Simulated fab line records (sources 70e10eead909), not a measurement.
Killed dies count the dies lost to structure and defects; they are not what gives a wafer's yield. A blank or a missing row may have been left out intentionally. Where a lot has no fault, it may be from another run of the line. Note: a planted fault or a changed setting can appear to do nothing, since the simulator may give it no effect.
One fault through the eyes of 2 desks :: flow nand_harc :: numbers are kept per desk, each desk with only its own; the story behind them comes last

THE TOOL OWNER'S DESK: litho_track-02
The tool's own readings at NHARC_P_ZERO_WELL_SOFTBAKE_06 (time 70 s): means of the sampled wafers that have a number, for each lot that ran on this tool. Marked OUT: a lot whose mean sits more than 4 standard deviations from the usual mean, which makes it out of limits; the brackets give that distance.
Columns: A = heater_power_total_W at NHARC_P_ZERO_WELL_SOFTBAKE_06, usual 200.9 W; B = plate_temp_C at NHARC_P_ZERO_WELL_SOFTBAKE_06, usual 124.97 C
lot: L753
first seen here: day 3 12:00
A: 200.0
B: 125.13

lot: L756
first seen here: day 4 18:00
A: 200.9
B: 125.05

lot: L757
first seen here: day 5 04:00
A: 200.3
B: 125.03

lot: L763
first seen here: day 7 16:00
A: 201.2
B: 124.94

lot: L764
first seen here: day 8 02:00
A: 216.3 (+12) OUT
B: 132.25 (+52) OUT

lot: L766
first seen here: day 8 22:00
A: 216.1 (+12) OUT
B: 131.85 (+49) OUT
This desk finds L764, L766 out of limits, L764 being first, at day 8 02:00 (heater_power_total_W at NHARC_P_ZERO_WELL_SOFTBAKE_06). L753, L756, L757, L763: within limits.

FROM THE METROLOGY DESK
Lot by lot, what the gauges showed, no matter which tool ran the lot: averages of those sampled wafers that carry a number. Marked OUT: a lot whose mean sits more than 4 standard deviations from the usual mean, which makes it out of limits; the brackets give that distance.
Columns: A = cd_nm at NHARC_P_ZERO_WELL_CD_MEAS_11, usual 501.8 nm
lot: L750
first seen here: day 2 07:14
A: 501.1

lot: L753
first seen here: day 3 13:14
A: 502.0

lot: L754
first seen here: day 3 23:07
A: 500.4

lot: L756
first seen here: day 4 19:16
A: 503.4

lot: L757
first seen here: day 5 05:08
A: 500.3

lot: L762
first seen here: day 7 07:15
A: 501.4

lot: L763
first seen here: day 7 17:15
A: 503.9

lot: L764
first seen here: day 8 03:07
A: 517.2 (+8.1) OUT

lot: L766
first seen here: day 8 23:07
A: 520.1 (+9.6) OUT

lot: L769
first seen here: day 10 05:21
A: 500.1

lot: L770
first seen here: day 10 15:08
A: 500.0

lot: L772
first seen here: day 11 11:08
A: 503.5
This desk finds L764, L766 out of limits, L764 being first, at day 8 03:07 (cd_nm at NHARC_P_ZERO_WELL_CD_MEAS_11). L750, L753, L754, L756, L757, L762, L763, L769, L770, L772: within limits.

ALL TOGETHER
On L764, L766, at day 8 02:00, an alarm was possible from the tool owner's desk.
At day 8 03:07 the metrology desk could have sounded an alarm, on L764, L766.
All the named lots went through NHARC_P_ZERO_WELL_SOFTBAKE_06 on litho_track-02.

WHAT THE SIMULATOR PUT IN
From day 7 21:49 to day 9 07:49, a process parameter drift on litho_track-02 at NHARC_P_ZERO_WELL_SOFTBAKE_06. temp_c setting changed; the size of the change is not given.
Shown lots that were struck: L764, L766.
Time in hours from fault onset to the first out-of-limits reading at each desk: tool owner's desk 4, metrology desk 5.
